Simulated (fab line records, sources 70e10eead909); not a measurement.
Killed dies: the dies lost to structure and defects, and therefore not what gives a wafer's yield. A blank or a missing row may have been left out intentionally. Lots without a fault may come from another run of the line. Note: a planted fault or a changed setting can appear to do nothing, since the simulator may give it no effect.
Matching of chambers + flow nand-harc + 4 sister chambers for NHARC_THIN_TSV_ETCH_44 on rie-diel-11
The step etches the open film in CF4/O2, target depth 1594.2 nm, time 797.1 s. 14 wafers are shown with their chamber, then 7 later ones without.

## WAFERS PAIRED WITH THEIR CHAMBERS
| wafer  | chamber | drypump-motor-current-A (A) | showerhead-plenum-p-Torr (Torr) | rf-vpp-V (V) |
|--------|---------|-----------------------------|---------------------------------|--------------|
| L661.1 | 2       | 6.2                         | 1.72                            | 787          |
| L661.5 | 2       | 6.2                         | 1.72                            | 788          |
| L661.6 | 1       | 4.7                         | 1.76                            | 790          |
| L664.2 | 1       | 4.7                         | 1.76                            | 789          |
| L664.5 | 0       | 6.1                         | 1.83                            | 793          |
| L664.6 | 1       | 4.7                         | 1.76                            | 789          |
| L673.3 | 2       | 6.2                         | 1.72                            | 786          |
| L673.4 | 1       | 4.7                         | 1.75                            | 790          |
| L673.6 | 0       | 6.0                         | 1.83                            | 795          |
| L674.1 | 0       | 6.1                         | 1.83                            | 793          |
| L674.5 | 3       | 4.8                         | 1.72                            | 788          |
| L674.6 | 2       | 6.2                         | 1.72                            | 788          |
| L677.1 | 0       | 6.0                         | 1.83                            | 793          |
| L677.2 | 2       | 6.2                         | 1.72                            | 786          |

SIGNATURES, as means of the wafers listed above
| reading                  | chamber 0 | chamber 1 | chamber 2 | chamber 3 | scatter within a chamber |
|--------------------------|-----------|-----------|-----------|-----------|--------------------------|
| drypump-motor-current-A  | 6.050     | 4.700     | 6.200     | 4.800     | 0.0316                   |
| showerhead-plenum-p-Torr | 1.8300    | 1.7575    | 1.7200    | 1.7200    | 0.00274                  |
| rf-vpp-V                 | 793.50    | 789.50    | 787.00    | 788.00    | 0.894                    |
Rule: for each reading, subtract the chamber's mean from the wafer's reading, divide by that reading's scatter and square the result; add these up over the readings and take the root, which gives the wafer's distance from the chamber. The wafer belongs to the nearest chamber; if the next one is less than 2 further off, it can't be placed. The scatter: take each reading less its chamber's mean, square it, sum over the shown wafers, divide by the number of wafers less the number of chambers, and take the root.

## WAFERS WITH NO CHAMBER GIVEN
| wafer  | drypump-motor-current-A (A) | showerhead-plenum-p-Torr (Torr) | rf-vpp-V (V) |
|--------|-----------------------------|---------------------------------|--------------|
| L677.4 | 4.7                         | 1.75                            | 788          |
| L681.3 | 4.8                         | 1.72                            | 785          |
| L681.5 | 4.7                         | 1.75                            | 790          |
| L681.6 | 6.2                         | 1.72                            | 787          |
| L680.3 | 4.7                         | 1.75                            | 789          |
| L680.4 | 6.2                         | 1.72                            | 787          |
| L680.6 | 4.8                         | 1.72                            | 787          |

## WHICH CHAMBER EACH ONE RAN IN
| wafer  | from the rows above | in truth |
|--------|---------------------|----------|
| L677.4 | 1                   | 1        |
| L681.3 | 3                   | 3        |
| L681.5 | 1                   | 1        |
| L681.6 | 2                   | 2        |
| L680.3 | 1                   | 1        |
| L680.4 | 2                   | 2        |
| L680.6 | 3                   | 3        |
Placed correctly: 7 of 7. From these rows, 0 cannot be placed. 0 placed wrongly.
